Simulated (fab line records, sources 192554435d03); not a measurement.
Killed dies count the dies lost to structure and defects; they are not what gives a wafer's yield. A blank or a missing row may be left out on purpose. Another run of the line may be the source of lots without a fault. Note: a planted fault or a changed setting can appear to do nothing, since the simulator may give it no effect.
Lot-split experiment || flow n5-finfet || 21 wafers read across 7 lots, on a route 1938 steps long

## ABOUT THE SPLIT
At N5_BEOL_M0_TRENCH_ETCH_107 (etches SiOC in C4F6/O2, target depth 32.8 nm, time 16.4 s), the setting target-depth-a was moved away from the recipe's 328 angstrom on 4 of the 21 wafers read, by -9.5% to +10.5%. For the rest of the wafers, this setting stayed at what the recipe calls for.

## SPLIT TO READING: what lies between them in the file, 1 step
- N5_BEOL_M0_STRIP_142: strips in N2/H2, time 10 s

## THE READING
trench-depth-nm, in nm, at N5_BEOL_M0_OCD_MEAS_108. A value of 32.7 nm with a standard deviation of 0.63 nm is what fault-free wafers of this fab line usually give.

{"wafer": "L074.1", "tool, chamber at the split": "rie-diel-06, 2", "target-depth-a as run, angstrom": 328, "against the recipe": "recipe", "trench-depth-nm, nm": 33.3, "against lot-mates on the recipe": "-"}
{"wafer": "L074.3", "tool, chamber at the split": "rie-diel-06, 1", "target-depth-a as run, angstrom": 328, "against the recipe": "recipe", "trench-depth-nm, nm": 32.7, "against lot-mates on the recipe": "-"}
{"wafer": "L074.6", "tool, chamber at the split": "rie-diel-06, 2", "target-depth-a as run, angstrom": 328, "against the recipe": "recipe", "trench-depth-nm, nm": 33.2, "against lot-mates on the recipe": "-"}
{"wafer": "L080.1", "tool, chamber at the split": "rie-diel-02, 0", "target-depth-a as run, angstrom": 328, "against the recipe": "recipe", "trench-depth-nm, nm": 32.2, "against lot-mates on the recipe": "-"}
{"wafer": "L080.2", "tool, chamber at the split": "rie-diel-02, 2", "target-depth-a as run, angstrom": 328, "against the recipe": "recipe", "trench-depth-nm, nm": 33.5, "against lot-mates on the recipe": "-"}
{"wafer": "L080.6", "tool, chamber at the split": "rie-diel-02, 0", "target-depth-a as run, angstrom": 306.6, "against the recipe": "-6.5%", "trench-depth-nm, nm": 30.2, "against lot-mates on the recipe": -2.7}
{"wafer": "L087.2", "tool, chamber at the split": "rie-diel-01, 2", "target-depth-a as run, angstrom": 328, "against the recipe": "recipe", "trench-depth-nm, nm": 33.1, "against lot-mates on the recipe": "-"}
{"wafer": "L087.4", "tool, chamber at the split": "rie-diel-01, 1", "target-depth-a as run, angstrom": 328, "against the recipe": "recipe", "trench-depth-nm, nm": 34.3, "against lot-mates on the recipe": "-"}
{"wafer": "L087.5", "tool, chamber at the split": "rie-diel-01, 2", "target-depth-a as run, angstrom": 362.5, "against the recipe": "+10.5%", "trench-depth-nm, nm": 36.7, "against lot-mates on the recipe": "+3.0"}
{"wafer": "L088.2", "tool, chamber at the split": "rie-diel-02, 2,0", "target-depth-a as run, angstrom": 328, "against the recipe": "recipe", "trench-depth-nm, nm": 32.1, "against lot-mates on the recipe": "-"}
{"wafer": "L088.5", "tool, chamber at the split": "rie-diel-02, 2,0", "target-depth-a as run, angstrom": 328, "against the recipe": "recipe", "trench-depth-nm, nm": 32.2, "against lot-mates on the recipe": "-"}
{"wafer": "L088.6", "tool, chamber at the split": "rie-diel-02, 1", "target-depth-a as run, angstrom": 328, "against the recipe": "recipe", "trench-depth-nm, nm": 31.7, "against lot-mates on the recipe": "-"}
{"wafer": "L090.1", "tool, chamber at the split": "rie-diel-06, 0", "target-depth-a as run, angstrom": 328, "against the recipe": "recipe", "trench-depth-nm, nm": 32.9, "against lot-mates on the recipe": "-"}
{"wafer": "L090.3", "tool, chamber at the split": "rie-diel-06, 2", "target-depth-a as run, angstrom": 328, "against the recipe": "recipe", "trench-depth-nm, nm": 33.1, "against lot-mates on the recipe": "-"}
{"wafer": "L090.6", "tool, chamber at the split": "rie-diel-06, 3", "target-depth-a as run, angstrom": 328, "against the recipe": "recipe", "trench-depth-nm, nm": 33.8, "against lot-mates on the recipe": "-"}
{"wafer": "L093.1", "tool, chamber at the split": "rie-diel-02, 2", "target-depth-a as run, angstrom": 328, "against the recipe": "recipe", "trench-depth-nm, nm": 32.1, "against lot-mates on the recipe": "-"}
{"wafer": "L093.4", "tool, chamber at the split": "rie-diel-02, 2", "target-depth-a as run, angstrom": 328, "against the recipe": "recipe", "trench-depth-nm, nm": 32.1, "against lot-mates on the recipe": "-"}
{"wafer": "L093.6", "tool, chamber at the split": "rie-diel-02, 3", "target-depth-a as run, angstrom": 328, "against the recipe": "recipe", "trench-depth-nm, nm": 32.2, "against lot-mates on the recipe": "-"}
{"wafer": "L095.3", "tool, chamber at the split": "rie-diel-02, 3", "target-depth-a as run, angstrom": 328, "against the recipe": "recipe", "trench-depth-nm, nm": 32.0, "against lot-mates on the recipe": "-"}
{"wafer": "L095.4", "tool, chamber at the split": "rie-diel-02, 0,2", "target-depth-a as run, angstrom": 296.7, "against the recipe": "-9.5%", "trench-depth-nm, nm": 28.9, "against lot-mates on the recipe": -3.1}
{"wafer": "L095.6", "tool, chamber at the split": "rie-diel-02, 0,2", "target-depth-a as run, angstrom": 296.7, "against the recipe": "-9.5%", "trench-depth-nm, nm": 28.6, "against lot-mates on the recipe": -3.4}
Where a row lists several chambers, the file gives one row for several wafers and doesn't say which wafer went through which chamber.

THE FIT
A straight line over all 21 wafers: trench-depth-nm changes by +0.399 nm for each +1% of target-depth-a; r = +0.92; the points scatter about the line by 0.68 nm.
The same after taking each lot's own level away (the mean of its wafers on the recipe; 21 wafers): +0.328 nm for each +1%; r = +0.96; scatter 0.39 nm.
According to that fit, moving target-depth-a by its largest amount changes the reading by 3.5 nm.
Measured against the standard deviation above, the lots' own levels, which go from 32.00 to 33.70 nm, span 2.7 times it.
So the lot-to-lot level changes the slope: the two fits differ.
Check: +3.7 nm against its lot-mates is what the line predicts for one of the wafers moved furthest among these (+10.5%) when that wafer is left out of the fit. Against them it came out at +3 nm.

## OTHER SPLITS ON THESE WAFERS
Before the reading, these wafers also passed through other splits. Each is held against what the fit with the lots' levels taken away leaves over:
{"other split on the same wafers": "N5_BEOL_M0_SAQP_SPACER1_ALD_98 temp-c", "wafers away from the commonest value": 7, "r with trench-depth-nm (lot level and that fit taken away)": "+0.20"}
{"other split on the same wafers": "N5_BEOL_M0_SAQP_ETCH_106 target-depth-a", "wafers away from the commonest value": 8, "r with trench-depth-nm (lot level and that fit taken away)": "+0.04"}
{"other split on the same wafers": "N5_BEOL_M0_ETCH_138 bias-w", "wafers away from the commonest value": 5, "r with trench-depth-nm (lot level and that fit taken away)": "+0.04"}

## THE WHOLE CHAIN: every reading that the file lists as answering this split, in the file's order
{"step": "N5_BEOL_M0_TRENCH_ETCH_107", "what it does": "etches SiOC in C4F6/O2, target depth 32.8 nm, time 16.4 s", "reading": "BEOL_M0.feature-depth-nm (the simulator's own value, which no gauge read)", "change (the file's fit)": "+0.319 nm for each +1% of the setting", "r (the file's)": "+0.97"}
{"step": "N5_BEOL_M0_OCD_MEAS_108", "what it does": "", "reading": "trench-depth-nm", "change (the file's fit)": "+0.33 nm for each +1% of the setting", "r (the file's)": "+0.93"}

## FILE'S OWN FIT
trench-depth-nm changes by +0.33 nm for each +1% of target-depth-a, r = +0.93.
